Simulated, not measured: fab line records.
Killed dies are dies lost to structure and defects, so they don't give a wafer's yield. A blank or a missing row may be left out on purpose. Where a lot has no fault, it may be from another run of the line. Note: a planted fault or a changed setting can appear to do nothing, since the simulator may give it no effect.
Matching of chambers / flow n5_finfet / N5_BEOL_M4_ETCH_69 on rie_diel-01 has 4 sister chambers
The step etches SiARC in CF4, target depth 15.6 nm, time 26 s. 16 wafers are shown with their chamber, then 8 later ones without.

## WAFERS WITH THEIR CHAMBER
wafer=L074.2; chamber=0; drypump_motor_current_A (A)=6.4; throttle_valve_pct (%)=15.77; oes_product_au (a.u.)=0.67
wafer=L074.3; chamber=2; drypump_motor_current_A (A)=5.3; throttle_valve_pct (%)=15.68; oes_product_au (a.u.)=0.66
wafer=L074.4; chamber=1; drypump_motor_current_A (A)=5.8; throttle_valve_pct (%)=16.12; oes_product_au (a.u.)=0.58
wafer=L078.2; chamber=3; drypump_motor_current_A (A)=6.0; throttle_valve_pct (%)=15.79; oes_product_au (a.u.)=0.68
wafer=L078.3; chamber=2; drypump_motor_current_A (A)=5.3; throttle_valve_pct (%)=15.70; oes_product_au (a.u.)=0.65
wafer=L078.4; chamber=0; drypump_motor_current_A (A)=6.3; throttle_valve_pct (%)=15.77; oes_product_au (a.u.)=0.67
wafer=L077.3; chamber=0; drypump_motor_current_A (A)=6.3; throttle_valve_pct (%)=15.77; oes_product_au (a.u.)=0.67
wafer=L077.5; chamber=2; drypump_motor_current_A (A)=5.3; throttle_valve_pct (%)=15.70; oes_product_au (a.u.)=0.64
wafer=L077.6; chamber=1; drypump_motor_current_A (A)=5.7; throttle_valve_pct (%)=16.14; oes_product_au (a.u.)=0.58
wafer=L082.1; chamber=2; drypump_motor_current_A (A)=5.3; throttle_valve_pct (%)=15.72; oes_product_au (a.u.)=0.64
wafer=L082.3; chamber=3; drypump_motor_current_A (A)=6.0; throttle_valve_pct (%)=15.81; oes_product_au (a.u.)=0.68
wafer=L082.4; chamber=1; drypump_motor_current_A (A)=5.7; throttle_valve_pct (%)=16.15; oes_product_au (a.u.)=0.58
wafer=L084.2; chamber=0; drypump_motor_current_A (A)=6.3; throttle_valve_pct (%)=15.81; oes_product_au (a.u.)=0.66
wafer=L084.3; chamber=1; drypump_motor_current_A (A)=5.8; throttle_valve_pct (%)=16.16; oes_product_au (a.u.)=0.58
wafer=L084.6; chamber=1; drypump_motor_current_A (A)=5.8; throttle_valve_pct (%)=16.15; oes_product_au (a.u.)=0.58
wafer=L085.2; chamber=1; drypump_motor_current_A (A)=5.7; throttle_valve_pct (%)=16.16; oes_product_au (a.u.)=0.58

SIGNATURES (averages over the wafers above)
reading=drypump_motor_current_A; chamber 0=6.325; chamber 1=5.750; chamber 2=5.300; chamber 3=6.000; scatter within a chamber=0.0433
reading=throttle_valve_pct; chamber 0=15.7800; chamber 1=16.1467; chamber 2=15.7000; chamber 3=15.8000; scatter within a chamber=0.0167
reading=oes_product_au; chamber 0=0.6675; chamber 1=0.5800; chamber 2=0.6475; chamber 3=0.6800; scatter within a chamber=0.0054
Rule: for each reading, subtract the chamber's mean from the wafer's reading, divide by that reading's scatter and square the result; add these up over the readings and take the root, which gives the wafer's distance from the chamber. If the next closest chamber is less than 2 further off than the closest, the wafer can't be placed; otherwise it belongs to the closest. The scatter: the root of (the sum of the squares of (reading less its chamber's mean) over the shown wafers, divided by (wafers less chambers)).

## WAFERS WHOSE CHAMBER IS MISSING
wafer=L085.4; drypump_motor_current_A (A)=5.3; throttle_valve_pct (%)=15.71; oes_product_au (a.u.)=0.63
wafer=L085.5; drypump_motor_current_A (A)=5.7; throttle_valve_pct (%)=16.15; oes_product_au (a.u.)=0.58
wafer=L090.1; drypump_motor_current_A (A)=5.7; throttle_valve_pct (%)=16.18; oes_product_au (a.u.)=0.57
wafer=L090.3; drypump_motor_current_A (A)=5.9; throttle_valve_pct (%)=15.83; oes_product_au (a.u.)=0.65
wafer=L090.5; drypump_motor_current_A (A)=6.0; throttle_valve_pct (%)=15.83; oes_product_au (a.u.)=0.66
wafer=L092.1; drypump_motor_current_A (A)=5.3; throttle_valve_pct (%)=15.76; oes_product_au (a.u.)=0.62
wafer=L092.2; drypump_motor_current_A (A)=6.0; throttle_valve_pct (%)=15.83; oes_product_au (a.u.)=0.66
wafer=L092.4; drypump_motor_current_A (A)=6.0; throttle_valve_pct (%)=15.87; oes_product_au (a.u.)=0.66

## THE CHAMBER EACH PASSED THROUGH
wafer=L085.4; from the rows above=2; in truth=2
wafer=L085.5; from the rows above=1; in truth=1
wafer=L090.1; from the rows above=1; in truth=1
wafer=L090.3; from the rows above=3; in truth=3
wafer=L090.5; from the rows above=3; in truth=3
wafer=L092.1; from the rows above=2; in truth=2
wafer=L092.2; from the rows above=3; in truth=3
wafer=L092.4; from the rows above=3; in truth=3
Correctly placed: 8 of 8. Number that these rows cannot place: 0. Wrongly placed: 0.
